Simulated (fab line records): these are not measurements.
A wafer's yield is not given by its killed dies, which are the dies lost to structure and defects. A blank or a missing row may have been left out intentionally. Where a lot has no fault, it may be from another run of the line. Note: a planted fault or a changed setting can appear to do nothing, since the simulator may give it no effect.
Which tool is to blame? | flow nandHarc | 13 lots, 39 wafers sampled, at 5 steps of a route of 1302

WHAT EACH GAUGE READ, for each wafer
NHARC_A_BONDPAD_CD_MEAS_13.
lot  | measured     | on       | cdNm (nm)
L172 | day 22 22:40 | cdSem-02 | 504.8 500.3 500.5
L174 | day 23 05:56 | cdSem-03 | 502.6 500.9 499.3
L173 | day 23 19:03 | cdSem-02 | 501.9 502.2 499.6
L176 | day 24 05:28 | cdSem-03 | 499.2 501.8 501.6
L177 | day 24 11:52 | cdSem-02 | 500.0 500.5 497.2
L178 | day 26 15:34 | cdSem-03 | 502.8 499.2 502.4
L183 | day 27 18:42 | cdSem-03 | 499.1 501.0
L185 | day 28 08:58 | cdSem-03 | 499.3 497.8
L186 | day 29 01:04 | cdSem-01 | 496.7 494.9 496.6
L191 | day 31 01:56 | cdSem-01 | 501.6 498.2 499.4
L192 | day 32 05:55 | cdSem-01 | 504.6 499.3 502.4
L195 | day 32 12:07 | cdSem-01 | 501.9 503.0 503.7
L193 | day 32 14:07 | cdSem-01 | 498.6 500.0 501.2

NHARC_END_SORT_01.
lot  | measured     | on        | killedAtArray | killedAtOther | killedAtPeriphery | killedDies | killedOpen | killedShort
L183 | day 29 00:37 | prober-01 | 675 36 31     | 0 0 0         | 2 5 4             | 677 41 35  | 0 3 4      | 2 5 4
L185 | day 29 13:30 | prober-01 | 29 19 661     | 0 0 1         | 13 14 15          | 42 33 677  | 2 4 2      | 3 3 2

WHAT TOOL EACH LOT RAN ON (gives the tool, then ch and the chambers of the sampled wafers, and finally the start)
lot  | NHARC_A_CHANNEL_HOLE_D2_DEP_01  | NHARC_A_M1_DEP_33               | NHARC_A_BONDPAD_ANNEAL_28
L172 | pecvd-01 ch 1,2, day 12 20:49   | pecvd-03 ch 0,2, day 22 20:31   | rtpAnneal-02 ch 0, day 23 00:02
L174 | pecvd-03 ch 0,2, day 13 08:36   | pecvd-02 ch 1,2, day 23 03:40   | rtpAnneal-01 ch 0, day 23 07:18
L173 | pecvd-02 ch 0,2, day 13 10:13   | pecvd-02 ch 1,2, day 23 16:46   | rtpAnneal-01 ch 0, day 23 20:31
L176 | pecvd-01 ch 0,2, day 14 14:37   | pecvd-03 ch 0,1,2, day 24 03:10 | rtpAnneal-02 ch 0, day 24 06:51
L177 | pecvd-03 ch 0,1, day 14 19:50   | pecvd-02 ch 0,1, day 24 09:36   | rtpAnneal-02 ch 0, day 24 13:17
L178 | pecvd-01 ch 0,1, day 15 14:31   | pecvd-03 ch 0,1,2, day 26 13:16 | rtpAnneal-02 ch 0, day 26 17:14
L183 | pecvd-02 ch 0,1,2, day 17 15:22 | pecvd-02 ch 0,1, day 27 15:56   | rtpAnneal-02 ch 0, day 27 20:10
L185 | pecvd-02 ch 0,1,2, day 19 01:40 | pecvd-04 ch 2, day 28 06:34     | rtpAnneal-01 ch 0, day 28 10:21
L186 | pecvd-01 ch 0,1,2, day 19 08:57 | pecvd-04 ch 0,1,2, day 28 22:48 | rtpAnneal-02 ch 0, day 29 02:32
L191 | pecvd-01 ch 0,1,2, day 21 10:38 | pecvd-03 ch 0,1,2, day 30 23:42 | rtpAnneal-02 ch 0, day 31 03:27
L192 | pecvd-02 ch 0,1,2, day 22 00:07 | pecvd-02 ch 0,1, day 32 03:37   | rtpAnneal-01 ch 0, day 32 07:17
L195 | pecvd-01 ch 0,2, day 22 13:02   | pecvd-03 ch 1,2, day 32 09:43   | rtpAnneal-02 ch 0, day 32 13:37
L193 | pecvd-01 ch 0,1,2, day 22 13:19 | pecvd-04 ch 0,1,2, day 32 11:51 | rtpAnneal-02 ch 0, day 32 15:40
- NHARC_A_CHANNEL_HOLE_D2_DEP_01: deposits SiON, target thk 140 nm.
- NHARC_A_M1_DEP_33: deposits SiCN, target thk 30 nm.
- NHARC_A_BONDPAD_ANNEAL_28: time 90 s.

WHAT THE TOOLS THEMSELVES READ (means of the sampled wafers that have a number; where no wafer has one, the mark that the record gives instead)
NHARC_A_CHANNEL_HOLE_D2_DEP_01.
lot  | tool     | chamberPressureTorr (Torr) | heaterPowerW (W) | susceptorTempC (C)
L172 | pecvd-01 | 3.497                      | 669              | 400.03
L174 | pecvd-03 | 3.503                      | 638              | 400.21
L173 | pecvd-02 | 3.507                      | 834              | 399.93
L176 | pecvd-01 | 3.500                      | 717              | 400.18
L177 | pecvd-03 | 3.499                      | 664              | 399.90
L178 | pecvd-01 | 3.497                      | 774              | 400.09
L183 | pecvd-02 | 3.499                      | 735              | 400.03
L185 | pecvd-02 | 3.502                      | 708              | 399.94
L186 | pecvd-01 | 3.495                      | 722              | 400.11
L191 | pecvd-01 | 3.500                      | 713              | 400.22
L192 | pecvd-02 | 3.492                      | 792              | 399.87
L195 | pecvd-01 | 3.501                      | 795              | 400.12
L193 | pecvd-01 | 3.503                      | 770              | 399.96

NHARC_A_M1_DEP_33.
lot  | tool     | chamberPressureTorr (Torr) | heaterPowerW (W) | susceptorTempC (C)
L172 | pecvd-03 | 3.001                      | 553              | 369.79
L174 | pecvd-02 | 3.000                      | 534              | 370.02
L173 | pecvd-02 | 3.003                      | 524              | 369.74
L176 | pecvd-03 | 3.004                      | 495              | 370.01
L177 | pecvd-02 | 3.002                      | 556              | 370.22
L178 | pecvd-03 | 2.998                      | 493              | 369.95
L183 | pecvd-02 | 3.005                      | 628              | 369.95
L185 | pecvd-04 | 2.998                      | 500              | 369.95
L186 | pecvd-04 | 2.993                      | 576              | 369.95
L191 | pecvd-03 | 2.995                      | 523              | 370.06
L192 | pecvd-02 | 3.003                      | 621              | 370.18
L195 | pecvd-03 | 2.999                      | 536              | 369.99
L193 | pecvd-04 | 3.001                      | 587              | 369.97

NHARC_A_BONDPAD_ANNEAL_28.
lot  | tool         | annealTempC (C) | wafer_temp_C_max
L172 | rtpAnneal-02 | 224.90          | 225.5
L174 | rtpAnneal-01 | 224.79          | 226.2
L173 | rtpAnneal-01 | 224.67          | 226.1
L176 | rtpAnneal-02 | 225.27          | 225.4
L177 | rtpAnneal-02 | 225.10          | 225.8
L178 | rtpAnneal-02 | 224.99          | 225.9
L183 | rtpAnneal-02 | 224.91          | 225.8
L185 | rtpAnneal-01 | 225.05          | 226.6
L186 | rtpAnneal-02 | 225.07          | 225.7
L191 | rtpAnneal-02 | 224.86          | 225.3
L192 | rtpAnneal-01 | 224.88          | 226.0
L195 | rtpAnneal-02 | 224.75          | 225.5
L193 | rtpAnneal-02 | 225.01          | 225.8

THE ANSWER, worked out from the rows above alone
Rule: usual is defined by the lots themselves. Put in order of their means at a reading, lots are off if they are a third of the lots or fewer, leave a main group of 4 or more, and stand apart from it by a gap of 3 or more times the standard deviation of the main group's means; of several such gaps the widest counts. The tables above print the reading to a certain number of digits; a main group whose means all agree to those digits is not used. Also off: a lot with no number at a reading for which 4 or more lots have one. Any other lot the step has rows for is counted as sound. After the gauges, taken in route order, come the tools' own readings; for these a lot's mean is taken, as printed above. At the first step where some lot is off, the reading lying furthest off is the one used; lots without a number count as furthest.
None of the lots is off at any reading shown; this tells nothing.

WHAT THE SIMULATOR PUT IN
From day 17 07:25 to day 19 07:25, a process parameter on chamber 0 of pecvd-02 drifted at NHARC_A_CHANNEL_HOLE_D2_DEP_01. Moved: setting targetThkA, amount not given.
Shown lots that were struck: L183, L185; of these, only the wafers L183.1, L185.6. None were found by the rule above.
